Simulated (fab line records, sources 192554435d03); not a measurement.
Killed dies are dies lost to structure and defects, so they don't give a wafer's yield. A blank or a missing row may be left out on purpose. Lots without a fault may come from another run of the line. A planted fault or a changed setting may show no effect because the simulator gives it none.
Problem report in the 8D (eight disciplines) form, filled by code | flow n5_finfet | the parts of the form that need people (team, actions taken, sign-off) are left out

1. THE PROBLEM
run_length_s at N5_BEOL_M1_VIA_ETCH_34 reads a mean of 102.0 s on 6 wafers of 2 lots; wafers without a fault read 87.7 s with a standard deviation of 0.47. That is +30 standard deviations from the usual mean.
The step: etches the open film in C4F6/O2, target depth 67.8 nm, time 64.4 s.
First seen on wafer L781.2, day 10 12:49, on rie_diel-02. The record holds 24 wafers of 8 lots with a number at this step. Rule for "out", or "out of limits": more than 4 standard deviations from the usual mean. The other wafers with a number count as sound.

2. WHAT IT IS AND WHAT IT IS NOT
question                    | is                     | is not
which readings at this step | run_length_s           | C4F6_flow_sccm, chamber_pressure_mTorr, rf_vpp_V, showerhead_plenum_p_Torr, throttle_valve_pct
which lots                  | L781, L782             | L766, L771, L777, L783, L784, L787
which wafers of those lots  | all that have a number | -
read on which tools         | rie_diel-02            | rie_diel-04
when                        | from day 10 12:49      | up to then (9 sound wafers); but 9 sound wafers of L783, L784, L787 came after

3. SUSPECTS, AND WHAT RULES EACH OUT
Counting: a tool at a process step up to the reading stays a suspect if it ran every lot that is out and no sound lot after the first of them.
- rie_diel-02 at N5_BEOL_M1_DESCUM_16 (chemistry O2, time 7 s): ruled out as a lasting fault. Sound lots L787 ran on it after its first lot that is out, L781 (day 10 07:16).
- rie_diel-02 at N5_BEOL_M1_STRIP_66 (strips in CF4): ruled out as a lasting fault. Sound lots L787 ran on it after its first lot that is out, L781 (day 10 07:28).
- rie_diel-02 at N5_BEOL_M1_VIA_ETCH_34 (etches the open film in C4F6/O2, target depth 67.8 nm, time 64.4 s): kept. It ran every lot that is out, first L781 (day 10 12:49), and no sound lot after that; its last sound lot up to then is L777 (day 9 23:02). Its own readings are out on those wafers: run_length_s.
Left after counting: rie_diel-02 at N5_BEOL_M1_VIA_ETCH_34.

4. THE CAUSE (what the simulator had put in)
Process parameter drift: rie_diel-02, from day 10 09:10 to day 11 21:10, at N5_BEOL_M1_VIA_ETCH_34. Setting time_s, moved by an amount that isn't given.
Counting left only this tool.

5. THE CHAIN OF EFFECTS, in route order
Each row: a reading whose mean over the struck wafers that have a number lies more than 3 standard deviations from the usual. Only readings for which the record gives a usual standard deviation are gone through. hours: the time from each lot's start at the first step in this table that gives one to its start at this step, as a median over the lots. sigmas: the change in usual standard deviations.
hours | step                   | reading      | usual  | on struck wafers | change | sigmas
0     | N5_BEOL_M1_VIA_ETCH_34 | run_length_s | 87.7 s | 102.0            | +14.3  | +30
The process steps in it:
- N5_BEOL_M1_VIA_ETCH_34: etches the open film in C4F6/O2, target depth 67.8 nm, time 64.4 s.
Later measuring or inspecting steps at which every struck wafer that the step has a row for has a number for every such reading, and none has moved that far: N5_BEOL_M4_RC_MEAS_101.

6. WHAT WOULD HAVE CAUGHT IT SOONER
In this record the first reading out of limits was taken at day 10 12:49, 4 hours after the fault began at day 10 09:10.
